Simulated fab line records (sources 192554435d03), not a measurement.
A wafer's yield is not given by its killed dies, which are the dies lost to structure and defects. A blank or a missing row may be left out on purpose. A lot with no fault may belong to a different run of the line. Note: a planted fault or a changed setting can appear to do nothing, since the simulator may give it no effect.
Code-filled problem report in 8D (eight disciplines) form + flow n5-finfet + the parts of the form that need people (team, actions taken, sign-off) are left out

== 1. PROBLEM STATEMENT ==
At N5_BEOL_M8_ETCH_65, rf-fwd-power-W averages 661.9 W over 3 wafers from 2 lots, while fault-free wafers read 532.2 W, standard deviation 2.4. Relative to the usual mean, that is a shift of +54 standard deviations.
The step: etches SiARC in CF4, target depth 15.6 nm, time 26 s.
First seen on wafer L101.3, day 13 14:55, on rie-diel-05. At this step, 31 wafers from 11 lots have a number in the record. Rule for "out", or "out of limits": more than 4 standard deviations from the usual mean. The rest of the wafers with a number are treated as sound.

== 2. WHAT IT IS AND WHAT IT IS NOT ==
| question                    | is                                          | is not                                                                                 |
|-----------------------------|---------------------------------------------|----------------------------------------------------------------------------------------|
| which readings at this step | rf-fwd-power-W, etch-rf-on-time-s, rf-vpp-V | cf4-flow-sccm, drypump-motor-current-A, showerhead-plenum-p-Torr, throttle-valve-pct   |
| which lots                  | L101, L103                                  | L105, L107, L109, L986, L989, L991, L992, L994, L997                                   |
| which wafers of those lots  | L101.3, L101.6, L103.1                      | L101.1, L103.3                                                                         |
| read on which tools         | rie-diel-05                                 | rie-diel-01, rie-diel-02                                                               |
| when                        | from day 13 14:55                           | up to then (18 sound wafers); but 10 sound wafers of L103, L105, L107, L109 came after |

== 3. WHAT RULES OUT EACH SUSPECT ==
Counting: a tool at a process step up to the reading stays a suspect if it ran every lot that is out. Sound lots after the first of them don't rule it out here, since some wafers of a struck lot are sound.
- rie-diel-05 at N5_BEOL_M8_ETCH_61 (etches SiARC in CF4, target depth 45.5 nm, time 75.8 s): kept. It processed each lot that is out (first: L101, day 13 13:43); up to then, its last sound lot is L994 (day 11 23:05).
- rie-diel-05 at N5_BEOL_M8_ETCH_65 (etches SiARC in CF4, target depth 15.6 nm, time 26 s): kept. It processed each lot that is out (first: L101, day 13 14:55); up to then, its last sound lot is L997 (day 12 22:08). Out on those wafers are its own readings of etch-rf-on-time-s, rf-fwd-power-W, rf-vpp-V.
- Within rie-diel-05 at N5_BEOL_M8_ETCH_65, the wafers that are out were processed in chamber 2 and their sound lot-mates in chamber 1.
Remaining after the count are rie-diel-05 at N5_BEOL_M8_ETCH_61 and rie-diel-05 at N5_BEOL_M8_ETCH_65.

== 4. THE CAUSE (what the simulator had put in) ==
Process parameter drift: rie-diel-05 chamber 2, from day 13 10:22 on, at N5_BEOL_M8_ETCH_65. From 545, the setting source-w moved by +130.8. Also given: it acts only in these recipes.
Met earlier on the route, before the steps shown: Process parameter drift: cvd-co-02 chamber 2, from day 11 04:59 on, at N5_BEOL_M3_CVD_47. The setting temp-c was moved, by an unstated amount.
2 suspects survive the count, and this tool is in that group.

== 5. THE CHAIN OF EFFECTS, in route order ==
Each row: a reading where the mean over the struck wafers with a number is more than 3 standard deviations away from the usual. Scope: only readings with a usual standard deviation given in the record; hours: median across lots of the time from each lot's start at the first step in this table that gives one to its start at this step; sigmas: change in usual standard deviations.
| hours | step               | reading           | usual   | on struck wafers | change | sigmas |
|-------|--------------------|-------------------|---------|------------------|--------|--------|
| 0     | N5_BEOL_M8_ETCH_65 | etch-rf-on-time-s | 25.9 s  | 21.4             | -4.5   | -9.3   |
| 0     | N5_BEOL_M8_ETCH_65 | rf-fwd-power-W    | 532.2 W | 661.9            | +129.7 | +54    |
| 0     | N5_BEOL_M8_ETCH_65 | rf-vpp-V          | 184.4 V | 169.8            | -14.6  | -11    |
It contains these process steps:
- N5_BEOL_M8_ETCH_65: etches SiARC in CF4, target depth 15.6 nm, time 26 s.
Later measuring or inspecting steps at which every struck wafer that the step has a row for has a number for every such reading, and none has moved that far: N5_BEOL_M8_CD_MEAS_35.

== 6. WHAT WOULD HAVE CAUGHT IT SOONER ==
The fault began at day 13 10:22; the first out-of-limits reading in this record came at day 13 14:55, 5 hours later.
